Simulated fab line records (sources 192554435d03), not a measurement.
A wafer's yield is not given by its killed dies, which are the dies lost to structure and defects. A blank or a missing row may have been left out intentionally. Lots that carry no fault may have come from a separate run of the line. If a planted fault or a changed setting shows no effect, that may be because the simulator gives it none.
The tool behind it: which one? | flow n5-finfet | Sampling: 9 lots, 25 wafers, 6 of 1938 route steps

## WHAT EACH GAUGE READ, for each wafer
N5_FIN_SAQP_CD_MEAS_27: the cd target is 20 nm.
lot  | measured    | on        | cd-nm (nm)
L970 | day 2 01:44 | cd-sem-02 | 20.30 20.02 20.18
L972 | day 2 12:56 | cd-sem-02 | 20.41 20.53 20.31
L974 | day 3 02:00 | cd-sem-02 | 20.26 20.34 20.39
L977 | day 3 19:43 | cd-sem-01 | 20.16 20.24 20.34
L984 | day 5 12:34 | cd-sem-01 | 20.27 18.15
L985 | day 5 18:40 | cd-sem-01 | 19.80 17.87
L988 | day 6 12:55 | cd-sem-01 | 20.03 20.47 20.23
L989 | day 6 19:23 | cd-sem-02 | 20.61 20.49 19.83
L993 | day 7 20:22 | cd-sem-01 | 20.26 20.20 20.11

N5_BEOL_M4_RC_MEAS_101.
lot  | measured     | on        | DIBL_N (mV/V)  | DIBL_P (mV/V)  | IOFF_N (nA/um)    | IOFF_P (nA/um) | ION_N (uA/um) | ION_P (uA/um) | SS_N (mV/dec)  | SS_P (mV/dec)  | VT_N (mV)   | VT_P (mV)
L970 | day 7 18:44  | prober-02 | 37.2 35.0 35.2 | 39.2 38.2 36.6 | 0.199 0.160 0.161 | 0.27 0.24 0.22 | 681 672 684   | 469 465 467   | 72.2 71.1 71.0 | 74.2 73.9 73.7 | 247 248 248 | -244 -246 -247
L972 | day 8 11:07  | prober-01 | 38.6 34.7 34.8 | 38.5 32.9 34.2 | 0.217 0.139 0.144 | 0.30 0.21 0.22 | 674 671 673   | 468 463 460   | 72.4 71.0 71.6 | 74.4 72.9 73.5 | 248 251 251 | -244 -249 -248
L974 | day 8 23:14  | prober-01 | 35.8 36.4 36.6 | 36.2 37.6 37.3 | 0.162 0.186 0.188 | 0.18 0.19 0.19 | 676 688 673   | 452 469 453   | 71.3 71.3 72.3 | 73.1 73.7 73.8 | 253 246 251 | -258 -252 -253
L977 | day 9 17:50  | prober-02 | 36.0 35.9 35.6 | 36.9 36.5 35.6 | 0.162 0.157 0.153 | 0.21 0.20 0.20 | 676 682 674   | 465 459 462   | 72.1 71.7 71.3 | 73.2 72.6 73.1 | 247 248 248 | -251 -250 -250
L984 | day 11 20:35 | prober-01 | 36.5 35.8      | 35.6 35.7      | 0.155 0.149       | 0.21 0.20      | 667 663       | 460 460       | 71.5 71.9      | 73.4 72.5      | 252 250     | -252 -248
L985 | day 11 16:05 | prober-01 | 35.6 35.8      | 34.7 35.1      | 0.137 0.145       | 0.17 0.18      | 675 665       | 451 456       | 71.7 71.5      | 73.1 73.2      | 254 253     | -254 -256
L988 | day 12 16:40 | prober-02 | 39.0 38.2 37.7 | 38.9 37.8 37.7 | 0.201 0.196 0.175 | 0.28 0.27 0.26 | 685 691 677   | 474 479 472   | 71.8 72.4 71.4 | 74.3 74.4 74.6 | 246 248 248 | -246 -244 -244
L989 | day 12 11:26 | prober-01 | 35.3 34.3 34.0 | 34.9 33.2 33.3 | 0.143 0.123 0.126 | 0.18 0.17 0.18 | 676 666 667   | 459 457 460   | 71.4 70.4 70.9 | 72.9 72.6 72.6 | 252 254 252 | -253 -254 -252
L993 | day 14 06:29 | prober-02 | 34.8 33.8 35.4 | 33.5 32.4 34.7 | 0.121 0.104 0.132 | 0.19 0.17 0.20 | 674 653 668   | 459 457 467   | 70.5 70.8 71.3 | 73.0 72.3 73.0 | 254 259 252 | -252 -253 -249

## TOOL THAT RAN EACH LOT (tool first, then ch and the chambers of the sampled wafers, then the start)
lot  | N5_FIN_SAQP_HM_OPEN_73            | N5_FIN_SAQP_RECESS_75             | N5_FIN_SAQP_SPACER1_ALD_24       | N5_FIN_SAQP_SPACER2_ETCHBACK_29
L970 | rie-diel-01 ch 1,2, day 1 23:41   | vapor-etch-01 ch 0,1, day 2 00:11 | ald-sin-04 ch 1,2,3, day 2 00:49 | rie-diel-01 ch 0,1, day 2 03:20
L972 | rie-diel-05 ch 0,2,3, day 2 11:07 | vapor-etch-01 ch 0,1, day 2 11:38 | ald-sin-01 ch 0,1,3, day 2 12:01 | rie-diel-05 ch 0,2,3, day 2 14:17
L974 | rie-diel-05 ch 1,2,3, day 3 00:05 | vapor-etch-02 ch 0,1, day 3 00:39 | ald-sin-04 ch 0,3, day 3 01:02   | rie-diel-05 ch 1,3, day 3 03:32
L977 | rie-diel-06 ch 0,1,2, day 3 17:43 | vapor-etch-01 ch 0,1, day 3 18:23 | ald-sin-04 ch 0,2,3, day 3 18:46 | rie-diel-05 ch 1,2, day 3 21:04
L984 | rie-diel-06 ch 0,2, day 5 10:44   | vapor-etch-01 ch 0,1, day 5 11:14 | ald-sin-04 ch 3, day 5 11:39     | rie-diel-05 ch 2,3, day 5 14:01
L985 | rie-diel-06 ch 0,1, day 5 16:52   | vapor-etch-02 ch 0,1, day 5 17:22 | ald-sin-04 ch 0,1, day 5 17:46   | rie-diel-01 ch 1,2, day 5 20:15
L988 | rie-diel-01 ch 1,2,3, day 6 10:59 | vapor-etch-02 ch 0,1, day 6 11:35 | ald-sin-01 ch 0,2,3, day 6 11:58 | rie-diel-01 ch 1,2,3, day 6 14:34
L989 | rie-diel-01 ch 0,2,3, day 6 17:35 | vapor-etch-02 ch 0,1, day 6 18:05 | ald-sin-01 ch 0,2,3, day 6 18:28 | rie-diel-05 ch 0,1,2, day 6 20:59
L993 | rie-diel-01 ch 1,2,3, day 7 17:44 | vapor-etch-01 ch 0,1, day 7 18:29 | ald-sin-01 ch 0,3, day 7 19:27   | rie-diel-06 ch 0,3, day 7 23:04
- N5_FIN_SAQP_HM_OPEN_73: chemistry CHF3/O2, target SiO2, stops on a-Si, target depth 12 nm, time 16.8 s.
- N5_FIN_SAQP_RECESS_75: chemistry HF/NH3, target SiO2, target depth 14.4 nm, afs cycles 3, sublimation time 60 s.
- N5_FIN_SAQP_SPACER1_ALD_24: deposits SiO2, target thk 20.3 nm, pulse time 1 s, purge time 2 s.
- N5_FIN_SAQP_SPACER2_ETCHBACK_29: etches SiO2 in CHF3/O2, target depth 12.2 nm, time 6.1 s.

## WHAT THE TOOLS THEMSELVES READ (means of the sampled wafers that have a number; where no wafer has one, the mark that the record gives instead)
N5_FIN_SAQP_HM_OPEN_73.
lot  | tool        | CHF3_flow_sccm (sccm) | drypump-motor-current-A (A) | oes-product-au (a.u.) | rf-vpp-V (V) | showerhead-plenum-p-Torr (Torr) | throttle-valve-pct (%)
L970 | rie-diel-01 | 49.87                 | 5.4                         | 0.48                  | 520          | 2.36                            | 18.63
L972 | rie-diel-05 | 49.95                 | 5.4                         | 0.47                  | 521          | 2.35                            | 18.95
L974 | rie-diel-05 | 49.93                 | 5.6                         | 0.47                  | 523          | 2.37                            | 18.96
L977 | rie-diel-06 | 50.18                 | 5.6                         | 0.52                  | 521          | 2.51                            | 18.92
L984 | rie-diel-06 | 49.85                 | 5.3                         | 0.48                  | 522          | 2.47                            | 18.95
L985 | rie-diel-06 | 50.16                 | 5.5                         | 0.53                  | 523          | 2.56                            | 18.91
L988 | rie-diel-01 | 49.99                 | 5.4                         | 0.47                  | 522          | 2.35                            | 18.64
L989 | rie-diel-01 | 49.93                 | 5.6                         | 0.46                  | 521          | 2.35                            | 18.74
L993 | rie-diel-01 | 50.04                 | 5.4                         | 0.46                  | 522          | 2.35                            | 18.67

N5_FIN_SAQP_RECESS_75.
lot  | tool          | drypump-motor-current-A (A) | foreline-p-Torr (Torr)
L970 | vapor-etch-01 | 6.1                         | 0.1282
L972 | vapor-etch-01 | 6.0                         | 0.1278
L974 | vapor-etch-02 | 4.9                         | 0.1281
L977 | vapor-etch-01 | 6.1                         | 0.1279
L984 | vapor-etch-01 | 5.9                         | 0.1280
L985 | vapor-etch-02 | 5.0                         | 0.1276
L988 | vapor-etch-02 | 5.2                         | 0.1285
L989 | vapor-etch-02 | 4.9                         | 0.1277
L993 | vapor-etch-01 | 5.8                         | 0.1278

N5_FIN_SAQP_SPACER1_ALD_24.
lot  | tool       | heater-power-w (W) | precursor-pulse-height-rel
L970 | ald-sin-04 | 484                | 1.006
L972 | ald-sin-01 | 462                | 1.005
L974 | ald-sin-04 | 513                | 1.006
L977 | ald-sin-04 | 506                | 1.006
L984 | ald-sin-04 | 516                | 0.980
L985 | ald-sin-04 | 494                | 0.997
L988 | ald-sin-01 | 450                | 0.992
L989 | ald-sin-01 | 452                | 1.020
L993 | ald-sin-01 | 422                | 1.001

N5_FIN_SAQP_SPACER2_ETCHBACK_29.
lot  | tool        | CHF3_flow_sccm (sccm) | drypump-motor-current-A (A) | oes-product-au (a.u.) | rf-vpp-V (V) | showerhead-plenum-p-Torr (Torr) | throttle-valve-pct (%)
L970 | rie-diel-01 | 49.97                 | 6.0                         | 0.73                  | 520          | 2.41                            | 19.17
L972 | rie-diel-05 | 50.12                 | 5.4                         | 0.79                  | 521          | 2.35                            | 19.04
L974 | rie-diel-05 | 50.14                 | 5.3                         | 0.69                  | 523          | 2.34                            | 19.08
L977 | rie-diel-05 | 50.10                 | 5.9                         | 0.77                  | 521          | 2.43                            | 18.98
L984 | rie-diel-05 | 50.00                 | 5.3                         | 0.93                  | 524          | 2.46                            | 18.90
L985 | rie-diel-01 | 50.11                 | 5.4                         | 0.76                  | 520          | 2.37                            | 18.82
L988 | rie-diel-01 | 49.88                 | 5.4                         | 0.77                  | 523          | 2.35                            | 18.72
L989 | rie-diel-05 | 49.93                 | 5.7                         | 0.92                  | 522          | 2.39                            | 18.74
L993 | rie-diel-06 | 50.04                 | 5.1                         | 0.80                  | 525          | 2.52                            | 19.12

## THE ANSWER, worked out from the rows above alone
Rule: the lots themselves supply what counts as usual. The widest of any qualifying gaps counts: lots, ordered by their means at a reading, are off when they make up no more than a third of the lots, leave a main group of 4 or more, and stand apart from it by 3 or more times the standard deviation of that group's means. If all means in a main group match to the digits the tables above print for the reading, that group is not used. A lot without any number at a reading at which 4 lots or more have one is off too. Any other lot the step has rows for is counted as sound. Order of review: gauges by route order, followed by the tools' own readings, for which a lot's mean as printed above is used. The first step at which some lot is off is used, and at that step the reading that is off furthest; a lot without a number counts as furthest.
Off at N5_FIN_SAQP_CD_MEAS_27 (cd-nm): L984, L985. For the main group the mean is 20.27 nm and the standard deviation 0.08.
A tool fits if, at a process step before that reading, it ran every lot that is off, and no sound lot after the first of them. Not tried: the gauges at N5_FIN_SAQP_CD_MEAS_27; whatever is off there is also off at N5_FIN_SAQP_HM_OPEN_73, on other tools, and gauge error can't account for it. 2 tools fit, rie-diel-06 at N5_FIN_SAQP_HM_OPEN_73 and ald-sin-04 at N5_FIN_SAQP_SPACER1_ALD_24, so this cannot tell which one it is.

## WHAT HAD BEEN PUT IN BY THE SIMULATOR
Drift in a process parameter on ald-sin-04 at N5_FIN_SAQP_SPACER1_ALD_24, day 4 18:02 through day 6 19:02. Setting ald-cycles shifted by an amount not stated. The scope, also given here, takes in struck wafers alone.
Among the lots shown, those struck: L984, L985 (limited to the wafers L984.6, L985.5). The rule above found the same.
